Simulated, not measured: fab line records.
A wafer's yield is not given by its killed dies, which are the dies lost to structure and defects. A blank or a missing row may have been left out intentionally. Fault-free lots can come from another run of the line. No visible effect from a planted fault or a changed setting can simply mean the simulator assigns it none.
Chamber matching -- flow n5-finfet -- pecvd-01 running N5_BEOL_M13_DEP_53: 3 sister chambers
The step deposits SiCN from 3MS/NH3, target thk 50 nm, time 17.8 s. 6 wafers are shown with their chamber, then 11 later ones without.

EACH WAFER AND ITS CHAMBER
wafer,chamber,showerhead-plenum-p-Torr (Torr),throttle-valve-pct (%)
L081.5,1,4.175,18.3
L082.5,1,4.177,17.8
L083.2,0,4.128,18.6
L083.4,2,4.190,17.3
L083.6,0,4.120,18.5
L080.1,2,4.185,17.1

WAFERS WHOSE CHAMBER IS MISSING
wafer,showerhead-plenum-p-Torr (Torr),throttle-valve-pct (%)
L080.3,4.175,18.0
L080.6,4.185,18.1
L084.1,4.126,18.6
L084.2,4.190,17.3
L084.3,4.179,18.1
L084.4,4.118,18.5
L084.5,4.186,17.3
L084.6,4.182,18.0
L091.1,4.176,18.0
L091.5,4.186,17.7
L091.6,4.182,17.5

EACH ONE'S CHAMBER
wafer,from the rows above,in truth
L080.3,1,1
L080.6,can't be placed: 1 or 2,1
L084.1,0,0
L084.2,2,2
L084.3,1,1
L084.4,0,0
L084.5,2,2
L084.6,1,1
L091.1,1,1
L091.5,can't be placed: 2 or 1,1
L091.6,can't be placed: 2 or 1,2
Placed correctly: 8 of 11. From these rows, 3 cannot be placed; in 3 the true chamber is one of the candidates. Wrongly placed: 0.
How it was worked out, from the rows above alone: a wafer's distance from a chamber is the root of the sum, over the readings, of the square of ((its reading less the chamber's mean) divided by the reading's scatter). If the next closest chamber is less than 2 further off than the closest, the wafer can't be placed; otherwise it belongs to the closest. For every chamber, the mean is computed from those of its wafers that are shown. How the scatter is found: for the shown wafers, subtract from each reading the mean of its chamber, square and add these, divide the total by (wafers less chambers), then take the root.
